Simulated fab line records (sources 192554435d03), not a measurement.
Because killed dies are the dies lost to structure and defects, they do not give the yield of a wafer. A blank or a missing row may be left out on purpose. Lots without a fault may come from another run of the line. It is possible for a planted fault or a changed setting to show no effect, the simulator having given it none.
8D (eight disciplines) problem report, filled in by code -- flow n5_finfet -- the parts of the form that need people (team, actions taken, sign-off) are left out

## 1. THE ISSUE
Wafers without a fault read 11.4 s, standard deviation 0.38; barrier_field_endpoint_s at N5_BEOL_M15_CMP_49 reads a mean of 7.3 s on 4 wafers belonging to 3 lots. Measured from the usual mean, that is -11 standard deviations.
The step: polishes, stops on SiO2, t overpolish 4.9 s, target thk 850 nm.
Seen first at day 16 03:58 on cmp-04, wafer L126.5. The record holds 19 wafers of 7 lots with a number at this step. Rule for "out", or "out of limits": more than 4 standard deviations from the usual mean. The other wafers with a number count as sound.

## 2. WHAT IT IS AND WHAT IT IS NOT
question,is,is not
which readings at this step,barrier_field_endpoint_s,motor_current_A
which lots,"L124, L126, L127","L122, L123, L132, L133"
which wafers of those lots,"L124.2, L126.5, L127.2, L127.5","L124.6, L126.1, L126.4"
read on which tools,cmp-04,"cmp-01, cmp-02"
when,from day 16 03:58,"up to then (8 sound wafers); but 7 sound wafers of L124, L132, L133 came after"

## 3. WHAT RULES OUT EACH SUSPECT
Counting: if a tool at a process step up to the reading ran every lot that is out, it stays a suspect. Sound lots after the first of them don't rule it out here, since some wafers of a struck lot are sound.
- pvd_sputter-01 at N5_BEOL_M15_SPUTTER_43 (material TaN, target thk 15 nm, time 24.19 s): kept. It processed each lot that is out (first: L126, day 16 03:09); up to then, its last sound lot is L123 (day 15 01:13).
- pvd_sputter-01 at N5_BEOL_M15_SPUTTER_44 (material Ta, target thk 15 nm, time 24.19 s): kept. It processed each lot that is out (first: L126, day 16 03:14); up to then, its last sound lot is L123 (day 15 01:17).
- cmp-04 at N5_BEOL_M15_CMP_49 (polishes, stops on SiO2, t overpolish 4.9 s, target thk 850 nm): kept. It processed each lot that is out (first: L126, day 16 03:58); up to then, its last sound lot is L123 (day 15 02:24). Its own barrier_field_endpoint_s readings are out on those wafers.
The count leaves pvd_sputter-01 at N5_BEOL_M15_SPUTTER_43, pvd_sputter-01 at N5_BEOL_M15_SPUTTER_44, and cmp-04 at N5_BEOL_M15_CMP_49.

## 4. THE CAUSE (what the simulator had put in)
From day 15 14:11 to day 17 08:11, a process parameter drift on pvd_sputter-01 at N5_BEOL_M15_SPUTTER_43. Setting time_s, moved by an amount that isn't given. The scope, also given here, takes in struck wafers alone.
This tool is one of the 3 suspects left after counting.

## 5. THE CHAIN OF EFFECTS, in route order
Each row: a reading whose mean over the struck wafers that have a number lies more than 3 standard deviations from the usual. Only readings for which the record gives a usual standard deviation are gone through. hours: the time from each lot's start at the first step in this table that gives one to its start at this step, as a median over the lots. sigmas: the change in usual standard deviations.
hours,step,reading,usual,on struck wafers,change,sigmas
0,N5_BEOL_M15_CMP_49,barrier_field_endpoint_s,11.4 s,7.3,-4.1,-11
The process steps in it:
- N5_BEOL_M15_CMP_49: polishes, stops on SiO2, t overpolish 4.9 s, target thk 850 nm.
At these later measuring or inspecting steps, every struck wafer for which the step has a row has a number for every such reading, and none has moved that far: N5_BEOL_M15_THK_MEAS_50.

## 6. WHAT WOULD HAVE CAUGHT IT SOONER
The fault began at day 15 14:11; the first out-of-limits reading in this record came at day 16 03:58, 14 hours later.
Tool readings at N5_BEOL_M15_SPUTTER_43 with a usual standard deviation given in the record: none out on any struck wafer, hence no alarm at a limit of 4 standard deviations on them.
Lots out: 3; of these, L127 started N5_BEOL_M15_SPUTTER_43 on pvd_sputter-01 after day 16 03:58. It would have been spared by a hold on the tool at that moment.
